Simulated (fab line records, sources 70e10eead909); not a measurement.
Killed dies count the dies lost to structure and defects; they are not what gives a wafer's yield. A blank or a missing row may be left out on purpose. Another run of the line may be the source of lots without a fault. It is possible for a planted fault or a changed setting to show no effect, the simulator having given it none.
One fault through the eyes of 2 desks | flow nand-harc | only its own numbers are on each desk; what lay behind them is given at the end

## THE TOOL OWNER'S DESK: pvd-sputter-02
The tool's own readings at NHARC_P_M2_PVD_21 (deposits Cu, target thk 30 nm, time 20.49 s): means of the sampled wafers that have a number, for each lot that ran on this tool. Any lot whose mean is over 4 standard deviations away from the usual mean is out of limits and marked OUT; that distance is given in the brackets.
Columns: A = cathode-dc-power-W at NHARC_P_M2_PVD_21, usual 5000.0 W; B = throttle-valve-pct at NHARC_P_M2_PVD_21, usual 30.2 %
lot  | first seen here | A                | B
L450 | day 7 11:19     | 5000.3           | 29.2
L459 | day 11 00:10    | 4935.7 (-71) OUT | 29.2
L466 | day 13 21:23    | 5000.0           | 30.2
This desk's verdict: out of limits on L459, starting with L459 at day 11 00:10 (cathode-dc-power-W at NHARC_P_M2_PVD_21). L450, L466: within limits.

## FROM THE METROLOGY DESK
What the gauges read, lot by lot, whatever tool the lot ran on: means of the sampled wafers that have a number. Any lot whose mean is over 4 standard deviations away from the usual mean is out of limits and marked OUT; that distance is given in the brackets.
Columns: A = overlay-x-nm at NHARC_P_M2_OVL_MEAS_10, usual 0.0 nm; B = overlay-y-nm at NHARC_P_M2_OVL_MEAS_10, usual 0.1 nm
lot  | first seen here | A    | B
L448 | day 6 08:35     | 0.6  | -0.1
L450 | day 7 09:58     | -1.2 | 0.9
L451 | day 7 20:12     | 0.5  | 0.8
L453 | day 8 08:26     | -1.5 | 0.3
L459 | day 10 22:47    | 0.3  | 1.3
L465 | day 13 12:47    | 0.9  | 0.7
L466 | day 13 20:02    | 0.5  | 0.2
L467 | day 14 05:13    | 0.8  | 1.1
L468 | day 14 17:31    | 0.4  | 0.0
L469 | day 15 08:22    | 0.4  | -0.7
L470 | day 15 14:45    | 0.1  | 1.1
L471 | day 16 01:59    | -0.9 | 0.5
This desk's finding: nothing out of limits on any of the 12 lots.

## ALL TOGETHER
The tool owner's desk had the chance to raise an alarm at day 11 00:10 on L459.
Metrology desk: nothing out of limits seen.
The metrology desk has L459 on record, within its limits.
Every lot named ran NHARC_P_M2_PVD_21 on pvd-sputter-02.

## WHAT HAD BEEN PUT IN BY THE SIMULATOR
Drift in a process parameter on pvd-sputter-02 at NHARC_P_M2_PVD_21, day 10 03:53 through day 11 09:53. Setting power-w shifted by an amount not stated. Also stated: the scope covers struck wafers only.
Struck lots among those shown: L459.
Time in hours from fault onset to the first out-of-limits reading at each desk: the tool owner's desk, 20.
